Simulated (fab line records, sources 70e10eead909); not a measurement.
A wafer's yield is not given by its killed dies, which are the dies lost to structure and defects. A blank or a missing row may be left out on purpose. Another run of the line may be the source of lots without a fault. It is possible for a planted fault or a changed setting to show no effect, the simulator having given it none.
The tool behind it: which one?    flow nand harc    24 lots with 72 wafers sampled at 6 steps, on a route of 1159 steps

## WHAT THE GAUGES READ, wafer by wafer
No reading from a measuring or inspecting step in the record can be judged against a usual standard deviation.

## EACH LOT AND THE TOOL THAT RAN IT (in order: tool; ch and the chambers of the sampled wafers; start)
lot   NHARC_A_STAIRCASE_DEP_151        NHARC_A_STAIRCASE_CMP_450      NHARC_A_STAIRCASE_CMP_152      NHARC_A_SGD_CUT_ETCH_16                        NHARC_A_SLIT_DEP_00            NHARC_A_SLIT_DEP_23
L075  pecvd-03 ch 0,2, day 12 21:44    cmp-03 ch 1,2,3, day 14 06:35  cmp-03 ch 1,2,3, day 14 06:40  rie diel-06 ch 0,2,3, day 14 19:10 or earlier  acl dep-01 ch 0, day 14 19:10  pecvd-01 ch 0,1,2, day 14 21:08
L074  pecvd-02 ch 0,1,2, day 13 02:41  cmp-04 ch 0,1,2, day 14 06:07  cmp-04 ch 0,1,2, day 14 06:11  rie diel-03 ch 1,2,3, day 14 19:28 or earlier  acl dep-02 ch 0, day 14 19:28  pecvd-02 ch 0,1,2, day 14 21:07
L078  pecvd-02 ch 0,1,2, day 13 06:10  cmp-01 ch 0,1,2, day 14 08:31  cmp-01 ch 0,1,2, day 14 08:35  rie diel-06 ch 0,2,3, day 14 20:31 or earlier  acl dep-03 ch 0, day 14 20:31  pecvd-03 ch 0,1,2, day 14 22:31
L077  pecvd-04 ch 0,1,2, day 13 06:16  cmp-01 ch 2,3, day 14 06:25    cmp-01 ch 2,3, day 14 06:29    rie diel-13 ch 0,2,3, day 14 19:13 or earlier  acl dep-03 ch 0, day 14 19:13  pecvd-01 ch 0,1, day 14 20:40
L076  pecvd-02 ch 1,2, day 13 06:50    cmp-04 ch 0,2,3, day 14 11:07  cmp-04 ch 0,2,3, day 14 11:12  rie diel-06 ch 0,1,3, day 15 00:31 or earlier  acl dep-03 ch 0, day 15 00:31  pecvd-01 ch 0,1,2, day 15 02:09
L079  pecvd-02 ch 0,1,2, day 13 09:46  cmp-04 ch 1,2,3, day 14 11:20  cmp-04 ch 1,2,3, day 14 11:24  rie diel-03 ch 0,1,3, day 15 01:46 or earlier  acl dep-02 ch 0, day 15 01:46  pecvd-01 ch 0,1,2, day 15 02:55
L080  pecvd-04 ch 1, day 13 13:14      cmp-04 ch 1,3, day 14 16:07    cmp-04 ch 1,3, day 14 16:11    rie diel-03 ch 0,1,2, day 15 05:52 or earlier  acl dep-01 ch 0, day 15 05:52  pecvd-03 ch 0,2, day 15 07:31
L081  pecvd-02 ch 0,1, day 14 05:31    cmp-01 ch 0,2,3, day 15 12:43  cmp-01 ch 0,2,3, day 15 12:47  rie diel-06 ch 0,1, day 15 23:37 or earlier    acl dep-01 ch 0, day 15 23:37  pecvd-01 ch 0,1,2, day 16 01:18
L082  pecvd-04 ch 0,1,2, day 14 19:00  cmp-04 ch 0,2,3, day 15 23:13  cmp-04 ch 0,2,3, day 15 23:17  rie diel-03 ch 0,1, day 16 08:28 or earlier    acl dep-03 ch 0, day 16 08:28  pecvd-01 ch 0,1,2, day 16 10:28
L084  pecvd-03 ch 0,2, day 14 19:13    cmp-03 ch 1,2,3, day 15 23:29  cmp-03 ch 1,2,3, day 15 23:34  rie diel-06 ch 0,1,3, day 16 08:43 or earlier  acl dep-02 ch 0, day 16 08:43  pecvd-03 ch 1,2, day 16 10:41
L083  pecvd-02 ch 1,2, day 14 19:15    cmp-01 ch 0,1,2, day 15 23:02  cmp-01 ch 0,1,2, day 15 23:07  rie diel-13 ch 1,2, day 16 10:05 or earlier    acl dep-01 ch 0, day 16 10:05  pecvd-03 ch 0,2, day 16 12:02
L087  pecvd-03 ch 1,2, day 15 11:00    cmp-03 ch 0,1,3, day 16 15:02  cmp-03 ch 0,1,3, day 16 15:07  rie diel-06 ch 0,2,3, day 17 02:23 or earlier  acl dep-01 ch 0, day 17 02:23  pecvd-01 ch 0,1,2, day 17 04:22
L085  pecvd-02 ch 0,1, day 15 18:05    cmp-04 ch 0,1,3, day 16 20:55  cmp-04 ch 0,1,3, day 16 20:59  rie diel-03 ch 1,2,3, day 17 07:16 or earlier  acl dep-02 ch 0, day 17 07:16  pecvd-01 ch 0,2, day 17 09:13
L088  pecvd-03 ch 0,1,2, day 15 18:11  cmp-03 ch 0,3, day 16 20:44    cmp-03 ch 0,3, day 16 20:49    rie diel-06 ch 0,2,3, day 17 07:15 or earlier  acl dep-01 ch 0, day 17 07:15  pecvd-03 ch 1,2, day 17 09:17
L086  pecvd-03 ch 0,1,2, day 15 21:31  cmp-03 ch 0,3, day 17 00:59    cmp-03 ch 0,3, day 17 01:04    rie diel-13 ch 2,3, day 17 10:55 or earlier    acl dep-02 ch 0, day 17 10:55  pecvd-01 ch 1,2, day 17 13:08
L089  pecvd-03 ch 0,1, day 16 09:00    cmp-03 ch 1,2,3, day 17 14:26  cmp-03 ch 1,2,3, day 17 14:31  rie diel-06 ch 0,1,2, day 18 03:28 or earlier  acl dep-02 ch 0, day 18 03:28  pecvd-01 ch 0,2, day 18 04:53
L091  pecvd-02 ch 1,2, day 16 09:02    cmp-04 ch 0,2,3, day 17 14:40  cmp-04 ch 0,2,3, day 17 14:44  rie diel-03 ch 1,2, day 18 06:26 or earlier    acl dep-01 ch 0, day 18 06:26  pecvd-01 ch 0,1,2, day 18 08:25
L090  pecvd-02 ch 0,1,2, day 16 17:09  cmp-01 ch 1,2,3, day 17 18:14  cmp-01 ch 1,2,3, day 17 18:19  rie diel-06 ch 1,2,3, day 18 04:46 or earlier  acl dep-02 ch 0, day 18 04:46  pecvd-01 ch 0,2, day 18 06:49
L092  pecvd-03 ch 0,1,2, day 17 04:21  cmp-03 ch 0,3, day 18 07:37    cmp-03 ch 0,3, day 18 07:41    rie diel-03 ch 0,2,3, day 18 22:44 or earlier  acl dep-01 ch 0, day 18 22:44  pecvd-03 ch 0,1, day 19 00:44
L093  pecvd-02 ch 1,2, day 17 04:21    cmp-04 ch 0,3, day 18 08:10    cmp-04 ch 0,3, day 18 08:14    rie diel-03 ch 0,1,3, day 18 22:49 or earlier  acl dep-02 ch 0, day 18 22:49  pecvd-03 ch 0,2, day 19 00:11
L094  pecvd-03 ch 1,2, day 17 04:49    cmp-04 ch 1,2,3, day 18 09:07  cmp-04 ch 1,2,3, day 18 09:11  rie diel-13 ch 1,3, day 18 23:14 or earlier    acl dep-03 ch 0, day 18 23:14  pecvd-02 ch 0,1,2, day 19 01:13
L096  pecvd-03 ch 0,1,2, day 17 14:48  cmp-03 ch 1,2, day 18 20:52    cmp-03 ch 1,2, day 18 20:56    rie diel-06 ch 0,3, day 19 07:10 or earlier    acl dep-03 ch 0, day 19 07:10  pecvd-01 ch 0,2, day 19 09:08
L095  pecvd-04 ch 0,1,2, day 17 14:59  cmp-04 ch 2,3, day 18 21:08    cmp-04 ch 2,3, day 18 21:13    rie diel-13 ch 2,3, day 19 08:14 or earlier    acl dep-01 ch 0, day 19 08:14  pecvd-03 ch 0,1,2, day 19 09:19
L097  pecvd-02 ch 1,2, day 18 04:45    cmp-01 ch 1,2,3, day 19 09:14  cmp-01 ch 1,2,3, day 19 09:19  rie diel-06 ch 0,1, day 19 19:20 or earlier    acl dep-03 ch 0, day 19 19:20  pecvd-01 ch 0,1,2, day 19 21:19
- NHARC_A_STAIRCASE_DEP_151: deposits SiO2, target thk 3800 nm.
- NHARC_A_STAIRCASE_CMP_450: polishes SiO2, target thk 200 nm.
- NHARC_A_STAIRCASE_CMP_152: polishes.
- NHARC_A_SGD_CUT_ETCH_16: etches the open film in C4F8/O2/Ar, target depth 310.5 nm, time 155.2 s.
- NHARC_A_SLIT_DEP_00: deposits aC, target thk 3200 nm.
- NHARC_A_SLIT_DEP_23: deposits SiON, target thk 100 nm.

## WHAT THE TOOLS THEMSELVES READ (means of the sampled wafers that have a number; where no wafer has one, the mark that the record gives instead)
NHARC_A_STAIRCASE_DEP_151.
lot   tool      heater power w (W)
L075  pecvd-03  651
L074  pecvd-02  707
L078  pecvd-02  660
L077  pecvd-04  624
L076  pecvd-02  761
L079  pecvd-02  621
L080  pecvd-04  731
L081  pecvd-02  687
L082  pecvd-04  620
L084  pecvd-03  650
L083  pecvd-02  675
L087  pecvd-03  564
L085  pecvd-02  679
L088  pecvd-03  601
L086  pecvd-03  592
L089  pecvd-03  583
L091  pecvd-02  767
L090  pecvd-02  613
L092  pecvd-03  621
L093  pecvd-02  658
L094  pecvd-03  569
L096  pecvd-03  615
L095  pecvd-04  591
L097  pecvd-02  766

NHARC_A_STAIRCASE_CMP_450.
lot   tool    edge zone pressure frac  motor current A (A)
L075  cmp-03  0.999                    12.9
L074  cmp-04  0.999                    13.0
L078  cmp-01  1.002                    11.5
L077  cmp-01  1.005                    10.6
L076  cmp-04  0.998                    12.6
L079  cmp-04  0.999                    12.2
L080  cmp-04  1.001                    11.6
L081  cmp-01  1.001                    11.2
L082  cmp-04  1.001                    12.9
L084  cmp-03  1.000                    13.2
L083  cmp-01  1.001                    11.4
L087  cmp-03  0.997                    12.4
L085  cmp-04  1.002                    12.2
L088  cmp-03  0.998                    13.7
L086  cmp-03  1.001                    13.4
L089  cmp-03  0.996                    12.7
L091  cmp-04  0.995                    12.5
L090  cmp-01  0.999                    11.1
L092  cmp-03  0.997                    12.1
L093  cmp-04  0.993                    12.2
L094  cmp-04  0.994                    12.4
L096  cmp-03  1.007                    12.0
L095  cmp-04  0.996                    12.9
L097  cmp-01  0.998                    10.6

NHARC_A_STAIRCASE_CMP_152.
lot   tool    edge zone pressure frac  motor current A (A)
L075  cmp-03  1.002                    12.6
L074  cmp-04  0.999                    12.3
L078  cmp-01  1.002                    11.5
L077  cmp-01  1.003                    10.8
L076  cmp-04  0.996                    12.9
L079  cmp-04  1.000                    12.5
L080  cmp-04  0.996                    11.7
L081  cmp-01  0.999                    11.5
L082  cmp-04  1.003                    12.5
L084  cmp-03  1.003                    13.2
L083  cmp-01  0.995                    11.7
L087  cmp-03  0.996                    12.2
L085  cmp-04  1.000                    12.1
L088  cmp-03  0.998                    13.4
L086  cmp-03  1.001                    13.1
L089  cmp-03  0.995                    13.0
L091  cmp-04  0.998                    12.5
L090  cmp-01  0.997                    10.9
L092  cmp-03  0.997                    12.4
L093  cmp-04  0.998                    12.1
L094  cmp-04  0.996                    12.6
L096  cmp-03  0.998                    12.1
L095  cmp-04  0.997                    13.2
L097  cmp-01  0.999                    10.9

NHARC_A_SGD_CUT_ETCH_16.
lot   tool         oes product au (a.u.)  rf vpp V (V)
L075  rie diel-06  0.975                  727
L074  rie diel-03  0.982                  723
L078  rie diel-06  0.943                  726
L077  rie diel-13  0.967                  718
L076  rie diel-06  0.969                  722
L079  rie diel-03  0.977                  724
L080  rie diel-03  0.972                  725
L081  rie diel-06  0.955                  722
L082  rie diel-03  0.980                  725
L084  rie diel-06  0.967                  724
L083  rie diel-13  0.958                  721
L087  rie diel-06  0.973                  727
L085  rie diel-03  0.976                  723
L088  rie diel-06  0.975                  727
L086  rie diel-13  0.944                  719
L089  rie diel-06  0.965                  725
L091  rie diel-03  0.973                  723
L090  rie diel-06  0.962                  724
L092  rie diel-03  0.963                  724
L093  rie diel-03  0.965                  724
L094  rie diel-13  0.975                  724
L096  rie diel-06  0.986                  724
L095  rie diel-13  0.930                  719
L097  rie diel-06  0.979                  725

NHARC_A_SLIT_DEP_00.
lot   tool        throttle valve pct (%)
L075  acl dep-01  35.014
L074  acl dep-02  35.000
L078  acl dep-03  35.006
L077  acl dep-03  35.001
L076  acl dep-03  35.012
L079  acl dep-02  35.011
L080  acl dep-01  35.004
L081  acl dep-01  34.992
L082  acl dep-03  35.008
L084  acl dep-02  34.998
L083  acl dep-01  35.001
L087  acl dep-01  35.000
L085  acl dep-02  35.002
L088  acl dep-01  34.995
L086  acl dep-02  35.000
L089  acl dep-02  34.996
L091  acl dep-01  35.003
L090  acl dep-02  35.002
L092  acl dep-01  35.003
L093  acl dep-02  35.002
L094  acl dep-03  34.991
L096  acl dep-03  34.994
L095  acl dep-01  35.002
L097  acl dep-03  35.001

NHARC_A_SLIT_DEP_23.
lot   tool      heater power w (W)
L075  pecvd-01  671
L074  pecvd-02  726
L078  pecvd-03  705
L077  pecvd-01  649
L076  pecvd-01  732
L079  pecvd-01  715
L080  pecvd-03  697
L081  pecvd-01  681
L082  pecvd-01  726
L084  pecvd-03  723
L083  pecvd-03  691
L087  pecvd-01  718
L085  pecvd-01  675
L088  pecvd-03  678
L086  pecvd-01  706
L089  pecvd-01  744
L091  pecvd-01  706
L090  pecvd-01  709
L092  pecvd-03  689
L093  pecvd-03  725
L094  pecvd-02  721
L096  pecvd-01  758
L095  pecvd-03  716
L097  pecvd-01  722

## THE ANSWER, worked out from the rows above alone
Rule: the lots themselves supply what counts as usual. The widest of any qualifying gaps counts: lots, ordered by their means at a reading, are off when they make up no more than a third of the lots, leave a main group of 4 or more, and stand apart from it by 3 or more times the standard deviation of that group's means. A main group is skipped when, at the precision printed for the reading in the tables above, its means are all equal. A lot without any number at a reading at which 4 lots or more have one is off too. Any other lot the step has rows for is counted as sound. First the gauges in route order, then the tools' own readings, where a lot's mean is used as printed above. At the first step where some lot is off, the reading lying furthest off is the one used; lots without a number count as furthest.
No lot is off at any reading shown: from this, nothing can be told.

## WHAT THE SIMULATOR HAD PUT IN
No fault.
